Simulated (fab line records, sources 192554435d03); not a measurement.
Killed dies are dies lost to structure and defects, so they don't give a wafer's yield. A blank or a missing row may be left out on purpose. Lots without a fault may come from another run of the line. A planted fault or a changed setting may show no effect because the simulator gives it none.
Split-lot experiment | flow n5_finfet | 7 lots, 21 wafers read, on a route of 1938 steps

THE SPLIT
At N5_BEOL_M14_ILD_DEP_00 (deposits SiO2 from TEOS/O2, target thk 1119.3 nm, time 237.4 s), the setting time_s was moved away from the recipe's 237.4 s on 8 of the 21 wafers read, by -7.4% to +12.8%. The other wafers ran this setting at the recipe's value.

The file shows no step between the split and the reading.

THE READING
M14_ILD_THK, in nm, at N5_BEOL_M14_THK_MEAS_01. Fault-free wafers of this fab line usually give 1119 nm, standard deviation 20 nm.

wafer  | tool, chamber at the split | time_s as run, s | against the recipe | M14_ILD_THK, nm | against lot-mates on the recipe
L077.2 | pecvd-03, 1                | 265              | +11.6%             | 1232            | +112
L077.3 | pecvd-03, 2                | 237.4            | recipe             | 1105            | -
L077.5 | pecvd-03, 2                | 237.4            | recipe             | 1135            | -
L080.2 | pecvd-01, 1                | 237.4            | recipe             | 1123            | -
L080.3 | pecvd-01, 2                | 247.3            | +4.2%              | 1166            | +43
L080.4 | pecvd-01, 1                | 247.3            | +4.2%              | 1163            | +40
L078.2 | pecvd-02, 0                | 237.4            | recipe             | 1099            | -
L078.3 | pecvd-02, 1                | 267.8            | +12.8%             | 1222            | +104
L078.5 | pecvd-02, 2                | 237.4            | recipe             | 1137            | -
L079.3 | pecvd-02, 2                | 237.4            | recipe             | 1126            | -
L079.4 | pecvd-02, 0                | 237.4            | recipe             | 1107            | -
L079.6 | pecvd-02, 2                | 237.4            | recipe             | 1138            | -
L086.1 | pecvd-02, 1                | 237.4            | recipe             | 1075            | -
L086.2 | pecvd-02, 0                | 237.4            | recipe             | 1099            | -
L086.3 | pecvd-02, 2                | 237.4            | recipe             | 1112            | -
L090.3 | pecvd-02, 0                | 219.9            | -7.4%              | 1049            | -52
L090.5 | pecvd-02, 2                | 219.9            | -7.4%              | 1067            | -34
L090.6 | pecvd-02, 1                | 237.4            | recipe             | 1101            | -
L091.1 | pecvd-03, 1                | 250.9            | +5.7%              | 1175            | +58
L091.4 | pecvd-03, 0                | 237.4            | recipe             | 1117            | -
L091.6 | pecvd-03, 2                | 250.9            | +5.7%              | 1198            | +81

THE FIT
A straight line over all 21 wafers: M14_ILD_THK changes by +9.3 nm for each +1% of time_s; r = +0.94; the points scatter about the line by 17 nm.
The same after taking each lot's own level away (the mean of its wafers on the recipe; 21 wafers): +8.39 nm for each +1%; r = +0.94; scatter 15 nm.
On that fit, the largest move of time_s shifts the reading by 1.1e+02 nm.
The lots' own levels span 1095.3 to 1123.7 nm, that is 1.4 times the standard deviation above.
So the lot-to-lot level changes the slope: the two fits differ.
Check: with one of the wafers moved furthest among these (+12.8%) left out of the fit, the line predicts +117 nm for it against its lot-mates. It came out at +104 nm against them.

OTHER SPLITS ON THESE WAFERS
These wafers also went through other splits before the reading. Each is held against what the fit with the lots' levels taken away leaves over:
other split on the same wafers | wafers away from the commonest value | r with M14_ILD_THK (lot level and that fit taken away)
N5_BEOL_M11_ETCH_62 time_s     | 3                                    | +0.10
N5_BEOL_M12_COAT_04 spin_rpm   | 7                                    | +0.15
N5_BEOL_M12_DESCUM_15 time_s   | 5                                    | -0.10

THE WHOLE CHAIN: every reading that the file lists as answering this split, in the file's order
step                    | what it does                                                   | reading                                                                             | change (the file's fit)              | r (the file's)
N5_BEOL_M14_ILD_DEP_00  | deposits SiO2 from TEOS/O2, target thk 1119.3 nm, time 237.4 s | SiO2_of_BEOL_M14_ILD_DEP_00.thk_nm (the simulator's own value, which no gauge read) | +8.77 nm for each +1% of the setting | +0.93
N5_BEOL_M14_THK_MEAS_01 |                                                                | M14_ILD_THK                                                                         | +8.73 for each +1% of the setting    | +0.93
N5_BEOL_M14_VIA_ETCH_16 | etches SiO2 in C4F8/O2/Ar, target depth 1231.3 nm              | etch.depth_nm (the simulator's own value, which no gauge read)                      | +8.76 nm for each +1% of the setting | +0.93

THE FILE'S OWN FIT
M14_ILD_THK changes by +8.73 nm for each +1% of time_s, r = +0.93.
